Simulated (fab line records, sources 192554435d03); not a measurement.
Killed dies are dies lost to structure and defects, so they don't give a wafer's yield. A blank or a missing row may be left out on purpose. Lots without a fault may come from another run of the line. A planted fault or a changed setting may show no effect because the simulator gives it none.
fab line records | flow n5_finfet
record lots=5 wafers=23
route steps=1938 shown BEOL_M8@1348 BEOL_M10@1470 BEOL_M11@1542 BEOL_M12@1604
start_h: hours from the record's first day to the start of the lot's first wafer shown | wait_h: hours since the lot's step before | " the same as in the row above | L1.1+2: a row that stands for several wafers | - no value, or no start given | * or withheld: withheld | < > ~ a bound
route shown NAME@n: a module of which the file shows steps, and the number in the route of the first | usual: mean/standard deviation of fault-free wafers | same: alike in all rows | chamber/n: place in a boat | sites: the reading at each site | _std_site: their standard deviation | _edge_site: outer sites' mean less inner sites' | radius_mm: how far each site lies from the wafer's centre | mask NAME#n: copy n | behind: the tool/chamber that last shaped the wafer | hold: why the lot was held/for how many hours/how that ended | device: the transistor (n, p or np) that didn't switch | end of line: the same wafers' tests at the end of the route | a step without rows: its recipe alone | killed: dies lost to structure and defects at the first sort, not the wafer's yield | map: a wafer's dies, x killed, . not, _ none there
set.NAME: the setting as run; set.NAME@STEP: as run at that earlier step | model.NAME: the simulator's own value behind a step, which no gauge read
lots whose settings were changed on purpose; a table a step, a row a wafer
## steps
# step N5_BEOL_M8_DESCUM_16
# recipe chemistry=O2 time_s=7.9 source_power_w=50 bias_power_w=20 pressure_mtorr=20 rf_frequency_hz=2.712e+07 temp_c=40 resist=CAR-ArF o2_flow_sccm=225
# columns lot.wafer tool chamber start_h wait_h set.time_s model.CAR-ArF_of_BEOL_M8_COAT_05.thk_nm
L079.1+4 rie_diel-01 2,3 234.29 0.9 9.116 83
L079.2 " 0 " " 7.9 83.6
L079.5 " 0 " " 7.9 83.4
L079.6 " 1 " " 9.116 82.6
L078.2+4 rie_diel-01 0,3 238.30 1.5 6.666 84.4
L078.3+5 " 2,1 " " 7.9 83.4
L078.6 " 0 " " 6.666 84.2
L080.1+5 rie_diel-03 3 250.38 0.8 7.9 83.4
L080.2+3+4 " 2,0,1 " " 7.9 83.6
L082.1 rie_diel-03 3 256.02 0.4 7.9 83.2
L082.4+6 " 1,2 " " 7.9 83.4
L091.2 rie_diel-01 1 308.46 0.3 7.9 83.2
L091.3 " 0 " " 7.9 83.6
L091.4+6 " 2 " " 6.443 84.4
L091.5 " 1 " " 6.443 84.2
# step N5_BEOL_M8_ETCH_61
# recipe chemistry=CF4 target=SiARC target_depth_a=455 mask_material=CAR-ArF time_s=75.8 ion_energy_ev=80 pressure_mtorr=40 source_w=545 bias_w=36 Ar_flow_sccm=100 cf4_flow_sccm=100 ends=cleared
# columns lot.wafer tool chamber start_h wait_h set.time_s@BEOL_M8_DESCUM_16 model.CAR-ArF_of_BEOL_M8_COAT_05.thk_nm
L079.1+4 rie_diel-01 2,3 234.33 0.0 9.116 50
L079.2 " 0 " " 7.9 51
L079.5 " 0 " " 7.9 50.6
L079.6 " 1 " " 9.116 49.8
L078.2+4+6 rie_diel-01 0,3,0 238.33 0.0 6.666 51.8
L078.3+5 " 2,1 " " 7.9 50.8
L080.1 rie_diel-03 3 250.41 0.0 7.9 50.6
L080.2+3+4 " 2,0,1 " " 7.9 51
L080.5 " 3 " " 7.9 50.8
L082.1+6 rie_diel-03 3,2 256.05 0.0 7.9 50.8
L082.4 " 1 " " 7.9 51
L091.2 rie_diel-01 1 308.50 0.0 7.9 50.6
L091.3 " 0 " " 7.9 51
L091.4 " 2 " " 6.443 51.6
L091.5 " 1 " " 6.443 51.4
L091.6 " 2 " " 6.443 51.8
# step N5_BEOL_M10_ILD_DEP_00
# recipe material=SiCOH_lowk target_thk_a=3085.1 temp_c=300 precursor=DEMS/porogen pressure_torr=5 rf_w=500 time_s=58
# columns lot.wafer tool chamber start_h wait_h set.time_s model.SiCOH_lowk_of_BEOL_M10_ILD_DEP_00.thk_nm
L079.1+5 pecvd-04 2,0 250.01 0.0 53.43 284.2
L079.2 " 0 " " 58 304.8
L079.4 " 1 " " 58 309.2
L079.6 " 2 " " 53.43 288.6
L078.2 pecvd-03 1 251.38 0.0 58 304
L078.3 " 0 " " 58 298.8
L078.4 " 0 " " 49.78 263.8
L078.5 " 2 " " 58 304.8
L078.6 " 1 " " 49.78 264.6
L080.1 pecvd-04 2 264.89 0.0 58 307.4
L080.2 " 0 " " 58 304.8
L080.3 " 1 " " 58 306.4
L080.4 " 0 " " 58 308.8
L080.5 " 2 " " 58 313
L082.1 pecvd-01 0 270.46 0.0 58 304.6
L082.4 " 2 " " 58 307.6
L082.6 " 1 " " 58 305.4
L091.2 pecvd-04 2 319.56 0.0 58 305
L091.3 " 0 " " 66 343.8
L091.4 " 0 " " 66 353.4
L091.5 " 2 " " 66 349.6
L091.6 " 1 " " 58 309.8
# step N5_BEOL_M10_CURE_71
# recipe temp_c=385 time_s=240 ambient=He/Ar material=SiCOH_lowk
# columns lot.wafer tool chamber start_h wait_h set.time_s@BEOL_M10_ILD_DEP_00 model.SiCOH_lowk_of_BEOL_M10_ILD_DEP_00.thk_nm
L079.1 uv_cure-03 1 250.09 0.0 53.43 246.6
L079.2 " 1 " " 58 264.8
L079.4 " 1 " " 58 268.6
L079.5 " 1 " " 53.43 246.4
L079.6 " 1 " " 53.43 250.4
L078.2 uv_cure-03 2 251.80 0.4 58 264
L078.3 " 2 " " 58 259.4
L078.4 " 2 " " 49.78 228.6
L078.5 " 2 " " 58 264.8
L078.6 " 2 " " 49.78 229.4
L080.1 uv_cure-03 1 264.96 0.0 58 267
L080.2 " 1 " " 58 264.8
L080.3 " 1 " " 58 266.2
L080.4 " 1 " " 58 268.2
L080.5 " 1 " " 58 272
L082.1 uv_cure-02 0 270.53 0.0 58 264.6
L082.4 " 0 " " 58 267.2
L082.6 " 0 " " 58 265.2
L091.2 uv_cure-01 1 319.72 0.1 58 265
L091.3 " 1 " " 66 299.2
L091.4 " 1 " " 66 307.8
L091.5 " 1 " " 66 304.4
L091.6 " 1 " " 58 269.2
# step N5_BEOL_M10_THK_MEAS_01
# recipe reads=SiCOH_lowk_of_BEOL_M10_ILD_DEP_00
# usual M10_ILD_THK=267/3.5
# columns lot.wafer tool chamber start_h wait_h set.time_s@BEOL_M10_ILD_DEP_00 M10_ILD_THK[nm]
L079.1 film_metro-01 - 250.60 0.4 53.43 247
L079.2 " - " " 58 265
L079.4 " - " " 58 269
L079.5 " - " " 53.43 246
L079.6 " - " " 53.43 250
L078.2 film_metro-02 - 252.23 0.4 58 264
L078.3 " - " " 58 259
L078.4 " - " " 49.78 229
L078.5 " - " " 58 265
L078.6 " - " " 49.78 229
L080.1 film_metro-01 - 265.48 0.4 58 267
L080.2 " - " " 58 265
L080.3 " - " " 58 266
L080.4 " - " " 58 268
L080.5 " - " " 58 272
L082.1 film_metro-01 - 271.53 0.8 58 264
L082.4 " - " " 58 267
L082.6 " - " " 58 265
L091.2 film_metro-01 - 320.15 0.4 58 265
L091.3 " - " " 66 299
L091.4 " - " " 66 308
L091.5 " - " " 66 304
L091.6 " - " " 58 269
# step N5_BEOL_M10_COAT_59
# recipe resist=SOC temp_c=250 time_s=60 spin_rpm=1500 resist_thk_nm=100
# columns lot.wafer tool chamber start_h wait_h set.spin_rpm model.SOC_of_BEOL_M10_COAT_59.thk_nm
L079.1 litho_track-04 0 251.89 0.1 1500 100.4
L079.2+4 " 0 " " 1371 105
L079.5 " 0 " " 1371 105.2
L079.6 " 0 " " 1500 100.2
L078.2 litho_track-02 0 252.71 0.1 1607 96.6
L078.3 " 0 " " 1500 99.8
L078.4 " 0 " " 1500 100
L078.5 " 0 " " 1607 96.4
L078.6 " 0 " " 1500 100.2
L080.1 litho_track-02 0 267.28 0.1 1351 106
L080.2 " 0 " " 1351 105.4
L080.3+5 " 0 " " 1500 100.2
L080.4 " 0 " " 1351 105.8
L082.1+6 litho_track-02 0 272.44 0.1 1500 100
L082.4 " 0 " " 1500 100.2
L091.2+5+6 litho_track-04 0 323.92 0.1 1354 105
L091.3 " 0 " " 1500 100
L091.4 " 0 " " 1500 99.8
# step N5_BEOL_M10_COAT_60
# recipe resist=SiARC temp_c=220 time_s=60 spin_rpm=1500 resist_thk_nm=30
# step N5_BEOL_M10_COAT_05
# recipe resist=CAR-ArF spin_rpm=1500 resist_thk_nm=90
# step N5_BEOL_M10_DESCUM_16
# recipe chemistry=O2 time_s=7.9 source_power_w=50 bias_power_w=20 pressure_mtorr=20 rf_frequency_hz=2.712e+07 temp_c=40 resist=CAR-ArF o2_flow_sccm=225
# step N5_BEOL_M10_ETCH_61
# recipe chemistry=CF4 target=SiARC target_depth_a=390 mask_material=CAR-ArF time_s=65 ion_energy_ev=80 pressure_mtorr=40 source_w=545 bias_w=36 Ar_flow_sccm=100 cf4_flow_sccm=100 ends=cleared
# step N5_BEOL_M10_ETCH_62
# recipe chemistry=N2/H2 target=SOC target_depth_a=1100 overetch_a=220 mask_material=SiARC temp_c=40 time_s=165 ion_energy_ev=200 pressure_mtorr=30 source_w=840 bias_w=150 n2_flow_sccm=200 h2_flow_sccm=200
# columns lot.wafer tool chamber start_h wait_h set.spin_rpm@BEOL_M10_COAT_59 model.etch.depth_nm
L079.1 rie_diel-01 1 252.75 0.0 1500 100.5
L079.2 " 2 " " 1371 105
L079.4+5 " 0 " " 1371 105.1
L079.6 " 3 " " 1500 100.3
L078.2 rie_diel-06 0 253.32 0.0 1607 96.63
L078.3 " 2 " " 1500 99.88
L078.4 " 2 " " 1500 99.98
L078.5 " 0 " " 1607 96.38
L078.6 " 1 " " 1500 100.2
L080.1 rie_diel-06 2 267.85 0.0 1351 106
L080.2 " 1 " " 1351 105.4
L080.3 " 3 " " 1500 100.2
L080.4 " 3 " " 1351 105.8
L080.5 " 1 " " 1500 100.3
L082.1 rie_diel-03 2 272.87 0.0 1500 100
L082.4 " 1 " " 1500 100.2
L082.6 " 1 " " 1500 100.1
L091.2+5 rie_diel-01 3,2 324.34 0.0 1354 105
L091.3 " 2 " " 1500 99.9
L091.4 " 1 " " 1500 99.83
L091.6 " 3 " " 1354 104.9
# step N5_BEOL_M11_COAT_60
# recipe resist=SiARC temp_c=220 time_s=60 spin_rpm=1500 resist_thk_nm=30
# columns lot.wafer tool chamber start_h wait_h set.spin_rpm model.SiARC_of_BEOL_M11_COAT_60.thk_nm
L079.1+2 litho_track-05 0 - - 1607 29.2
L079.4+5+6 " 0 " " 1500 30.2
L078.2+4 litho_track-03 0 - - 1500 30
L078.3+5 " 0 " " 1354 31.6
L078.6 " 0 " " 1354 31.4
L080.1+4+5 litho_track-03 0 - - 1352 31.6
L080.2 " 0 " " 1500 30.2
L080.3 " 0 " " 1500 30
L082.1+4+6 litho_track-05 0 - - 1500 30.2
L091.2+3+4+5+6 litho_track-05 0 - - 1500 30
# step N5_BEOL_M11_EXPOSE_08
# recipe mask_id=M11 na=1.35 source_shape=dipole sigma_inner=0.411 sigma_outer=0.611 polarization=te dose_mj=53.75
# columns lot.wafer tool chamber start_h wait_h mask set.dose_mj
L079.1+4+6 arfi_scanner-03 0 259.11 - M11#0 53.75
L079.2+5 " 0 " " M11#0 51.23
L078.2+3+6 arfi_scanner-01 0 259.42 - M11#0 50.46
L078.4+5 " 0 " " M11#0 53.75
L080.1+3+5 arfi_scanner-03 0 277.88 - M11#0 53.75
L080.2+4 " 0 " " M11#0 52.13
L082.1+4+6 arfi_scanner-03 0 280.60 - M11#0 53.75
L091.2+3+4+5+6 arfi_scanner-03 0 333.17 - M11#0 53.75
# step N5_BEOL_M11_PEB_09
# recipe peb_temp_c=withheld peb_time_s=60 resist=CAR-ArF
# step N5_BEOL_M11_DEVELOP_10
# recipe develop_time_s=30 developer=TMAH resist=CAR-ArF rinse_liquid=diw dry=air_spin dev_temp_c=23
# step N5_BEOL_M11_CD_MEAS_11
# recipe target_cd_nm=64.1 landing_energy_ev=500 detector=se_inlens polarity=opening
# usual cd_nm=63.8/0.54
# columns lot.wafer tool chamber start_h wait_h set.dose_mj@BEOL_M11_EXPOSE_08 cd_nm
L079.1 cd_sem-02 0 259.23 - 53.75 64.0
L079.2 " 0 " " 51.23 61.9
L079.4 " 0 " " 53.75 64.1
L079.5 " 0 " " 51.23 61.7
L079.6 " 0 " " 53.75 64.0
L078.2 cd_sem-01 0 259.54 - 50.46 60.1
L078.3 " 0 " " 50.46 60.4
L078.4 " 0 " " 53.75 63.5
L078.5 " 0 " " 53.75 63.8
L078.6 " 0 " " 50.46 59.4
L080.1 cd_sem-01 0 278.00 - 53.75 64.0
L080.2 " 0 " " 52.13 61.9
L080.3 " 0 " " 53.75 63.9
L080.4 " 0 " " 52.13 61.9
L080.5 " 0 " " 53.75 63.2
L082.1 cd_sem-03 0 280.72 - 53.75 64.0
L082.4 " 0 " " 53.75 63.9
L082.6 " 0 " " 53.75 63.9
L091.2 cd_sem-01 0 333.29 - 53.75 63.4
L091.3 " 0 " " 53.75 63.5
L091.4 " 0 " " 53.75 63.7
L091.5 " 0 " " 53.75 64.2
L091.6 " 0 " " 53.75 64.3
# step N5_BEOL_M11_DESCUM_16
# recipe chemistry=O2 time_s=7.9 source_power_w=50 bias_power_w=20 pressure_mtorr=20 rf_frequency_hz=2.712e+07 temp_c=40 resist=CAR-ArF o2_flow_sccm=225
# step N5_BEOL_M11_ETCH_61
# recipe chemistry=CF4 target=SiARC target_depth_a=390 mask_material=CAR-ArF time_s=65 ion_energy_ev=80 pressure_mtorr=40 source_w=545 bias_w=36 Ar_flow_sccm=100 cf4_flow_sccm=100 ends=cleared
# columns lot.wafer tool chamber start_h wait_h set.spin_rpm@BEOL_M11_COAT_60 set.dose_mj@BEOL_M11_EXPOSE_08 model.BEOL_M11.cd_offset_nm model.etch.depth_nm model.CAR-ArF_of_BEOL_M11_COAT_05.thk_nm
L079.1 rie_diel-05 0 259.42 0.0 1607 53.75 0 29.13 56.2
L079.2 " 2 " " 1607 51.23 -2.2 29.1 56.4
L079.4 " 3 " " 1500 53.75 -0.2 30.13 55.2
L079.5 " 0 " " 1500 51.23 -2.2 30.14 55.2
L079.6 " 1 " " 1500 53.75 -0.2 30.1 55.2
L078.2 rie_diel-04 0 259.66 0.0 1500 50.46 -3.8 29.95 55.6
L078.3 " 1 " " 1354 50.46 -3.6 31.55 54
L078.4 " 2 " " 1500 53.75 -0.2 30.03 55.4
L078.5 " 3 " " 1354 53.75 0 31.52 54
L078.6 " 2 " " 1354 50.46 -4.2 31.46 54
L080.1 rie_diel-02 1 278.13 0.0 1352 53.75 -0.4 31.65 54.2
L080.2 " 2 " " 1500 52.13 -2.2 30.11 55.4
L080.3 " 3 " " 1500 53.75 0 30.04 55.6
L080.4 " 0 " " 1352 52.13 -2 31.59 54
L080.5 " 0 " " 1352 53.75 -0.6 31.65 54.4
L082.1 rie_diel-02 0 280.85 0.0 1500 53.75 0.4 30.18 55.4
L082.4 " 3 " " 1500 53.75 0 30.19 55.6
L082.6 " 1 " " 1500 53.75 0 30.18 55.4
L091.2 rie_diel-02 3 333.41 0.0 1500 53.75 -0.8 29.97 55.8
L091.3 " 1 " " 1500 53.75 -0.2 29.94 56
L091.4 " 0 " " 1500 53.75 -0.2 29.99 55.8
L091.5 " 3 " " 1500 53.75 0.2 29.93 55.8
L091.6 " 2 " " 1500 53.75 0 30.02 55.4
# step N5_BEOL_M11_ETCH_62
# recipe chemistry=N2/H2 target=SOC target_depth_a=1100 overetch_a=220 mask_material=SiARC temp_c=40 time_s=165 ion_energy_ev=200 pressure_mtorr=30 source_w=840 bias_w=150 n2_flow_sccm=200 h2_flow_sccm=200
# step N5_BEOL_M11_STRIP_68
# recipe chemistry=N2/H2 temp_c=40 n2_flow_sccm=200 h2_flow_sccm=200 rf_frequency_hz=6e+07
# step N5_BEOL_M11_HM_OPEN_17
# recipe chemistry=Cl2/BCl3 target_depth_a=200 overetch_a=60 target=TiN mask_material=SOC ion_energy_ev=150 pressure_mtorr=10 icp_w=1000 bias_w=126 Cl2_flow_sccm=53.25 bcl3_flow_sccm=21.75 Ar_flow_sccm=25
# step N5_BEOL_M11_STRIP_19
# recipe chemistry=O2 power_w=400 temp_c=40 pressure_mtorr=30 rf_frequency_hz=6e+07 bias_power_w=0 overash_fraction=0.2 o2_flow_sccm=225
# step N5_BEOL_M11_CD_MEAS_18
# recipe pitch_nm=140 target_cd_nm=70
# usual cd_nm=69.7/0.6
# columns lot.wafer tool chamber start_h wait_h set.dose_mj@BEOL_M11_EXPOSE_08 cd_nm
L079.1 cd_sem-03 - 259.84 0.0 53.75 70.0
L079.2 " - " " 51.23 67.6
L079.4 " - " " 53.75 70.1
L079.5 " - " " 51.23 67.8
L079.6 " - " " 53.75 70.1
L078.2 cd_sem-02 - 260.17 0.1 50.46 66.2
L078.3 " - " " 50.46 66.2
L078.4 " - " " 53.75 69.9
L078.5 " - " " 53.75 70.0
L078.6 " - " " 50.46 65.3
L080.1 cd_sem-02 - 278.55 0.0 53.75 69.7
L080.2 " - " " 52.13 68.1
L080.3 " - " " 53.75 69.7
L080.4 " - " " 52.13 67.9
L080.5 " - " " 53.75 69.4
L082.1 cd_sem-02 - 281.36 0.0 53.75 70.5
L082.4 " - " " 53.75 69.7
L082.6 " - " " 53.75 69.8
L091.2 cd_sem-01 - 333.83 0.1 53.75 69.1
L091.3 " - " " 53.75 69.8
L091.4 " - " " 53.75 69.9
L091.5 " - " " 53.75 70.3
L091.6 " - " " 53.75 69.8
# step N5_BEOL_M11_COAT_63
# recipe resist=SOC temp_c=250 time_s=60 spin_rpm=1500 resist_thk_nm=100
# step N5_BEOL_M11_COAT_64
# recipe resist=SiARC temp_c=220 time_s=60 spin_rpm=1500 resist_thk_nm=30
# step N5_BEOL_M11_PRECLEAN_42
# recipe chemistry=residue_remover time_s=60 temp_c=40
# step N5_BEOL_M11_SRD_43
# recipe time_s=30 temp_c=23 rinse_liquid=diw dry=ipa_marangoni
# step N5_BEOL_M11_CD_MEAS_35
# recipe target_cd_nm=70 polarity=opening
# usual cd_nm=69.7/0.61
# columns lot.wafer tool chamber start_h wait_h set.dose_mj@BEOL_M11_EXPOSE_08 cd_nm
L079.1 cd_sem-01 - 262.09 0.0 53.75 70.0
L079.2 " - " " 51.23 67.9
L079.4 " - " " 53.75 70.0
L079.5 " - " " 51.23 67.6
L079.6 " - " " 53.75 69.9
L078.2 cd_sem-01 - 262.66 0.0 50.46 65.6
L078.3 " - " " 50.46 66.4
L078.4 " - " " 53.75 69.7
L078.5 " - " " 53.75 69.6
L078.6 " - " " 50.46 65.5
L080.1 cd_sem-03 - 279.63 0.0 53.75 69.7
L080.2 " - " " 52.13 67.8
L080.3 " - " " 53.75 69.9
L080.4 " - " " 52.13 68.0
L080.5 " - " " 53.75 69.9
L082.1 cd_sem-03 - 282.50 0.0 53.75 70.4
L082.4 " - " " 53.75 69.0
L082.6 " - " " 53.75 69.7
L091.2 cd_sem-01 - 337.25 0.0 53.75 69.0
L091.3 " - " " 53.75 69.8
L091.4 " - " " 53.75 70.1
L091.5 " - " " 53.75 69.9
L091.6 " - " " 53.75 69.8
# step N5_BEOL_M12_COAT_58
# recipe resist=BARC temp_c=205 time_s=60 spin_rpm=1500 resist_thk_nm=89
# columns lot.wafer tool chamber start_h wait_h set.spin_rpm model.BARC_of_BEOL_M12_COAT_58.thk_nm
L079.1 litho_track-03 0 264.65 0.0 1556 87.4
L079.2+5+6 " 0 " " 1500 89.2
L079.4 " 0 " " 1556 87.6
L078.2+4+5+6 litho_track-03 0 265.52 0.0 1500 88.8
L078.3 " 0 " " 1500 89
L080.1 litho_track-01 0 282.16 0.0 1500 89.2
L080.2 " 0 " " 1384 92.4
L080.3 " 0 " " 1384 92.8
L080.4 " 0 " " 1500 89
L080.5 " 0 " " 1384 93
L082.1 litho_track-01 0 285.13 0.0 1500 89.4
L082.4+6 " 0 " " 1500 89.2
L091.2 litho_track-04 0 340.52 0.0 1582 86.8
L091.3+6 " 0 " " 1582 86.6
L091.4+5 " 0 " " 1500 89.2
## key
split step=N5_BEOL_M8_DESCUM_16 setting=time_s stated=7.9 by=wafer
response step=N5_BEOL_M8_DESCUM_16 reading=model.CAR-ArF_of_BEOL_M8_COAT_05.thk_nm change=-0.0506 per=1% r=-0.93
response step=N5_BEOL_M8_ETCH_61 reading=model.CAR-ArF_of_BEOL_M8_COAT_05.thk_nm change=-0.0532 per=1% r=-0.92
split step=N5_BEOL_M10_ILD_DEP_00 setting=time_s stated=58 by=wafer
response step=N5_BEOL_M10_ILD_DEP_00 reading=model.SiCOH_lowk_of_BEOL_M10_ILD_DEP_00.thk_nm change=+2.83 per=1% r=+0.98
response step=N5_BEOL_M10_CURE_71 reading=model.SiCOH_lowk_of_BEOL_M10_ILD_DEP_00.thk_nm change=+2.5 per=1% r=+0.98
response step=N5_BEOL_M10_THK_MEAS_01 reading=M10_ILD_THK change=+2.5 per=1% r=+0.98
split step=N5_BEOL_M10_COAT_59 setting=spin_rpm stated=1500 by=wafer
response step=N5_BEOL_M10_COAT_59 reading=model.SOC_of_BEOL_M10_COAT_59.thk_nm change=-0.536 per=1% r=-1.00
response step=N5_BEOL_M10_ETCH_62 reading=model.etch.depth_nm change=-0.533 per=1% r=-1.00
split step=N5_BEOL_M11_COAT_60 setting=spin_rpm stated=1500 by=wafer
response step=N5_BEOL_M11_COAT_60 reading=model.SiARC_of_BEOL_M11_COAT_60.thk_nm change=-0.152 per=1% r=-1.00
response step=N5_BEOL_M11_ETCH_61 reading=model.etch.depth_nm change=-0.154 per=1% r=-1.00
response step=N5_BEOL_M11_ETCH_61 reading=model.CAR-ArF_of_BEOL_M11_COAT_05.thk_nm change=+0.145 per=1% r=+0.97
split step=N5_BEOL_M11_EXPOSE_08 setting=dose_mj stated=53.75 by=wafer
response step=N5_BEOL_M11_CD_MEAS_11 reading=cd_nm change=+0.555 per=1% r=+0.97
response step=N5_BEOL_M11_ETCH_61 reading=model.BEOL_M11.cd_offset_nm change=+0.556 per=1% r=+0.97
response step=N5_BEOL_M11_CD_MEAS_18 reading=cd_nm change=+0.59 per=1% r=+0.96
response step=N5_BEOL_M11_CD_MEAS_35 reading=cd_nm change=+0.577 per=1% r=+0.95
split step=N5_BEOL_M12_COAT_58 setting=spin_rpm stated=1500 by=wafer
response step=N5_BEOL_M12_COAT_58 reading=model.BARC_of_BEOL_M12_COAT_58.thk_nm change=-0.466 per=1% r=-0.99
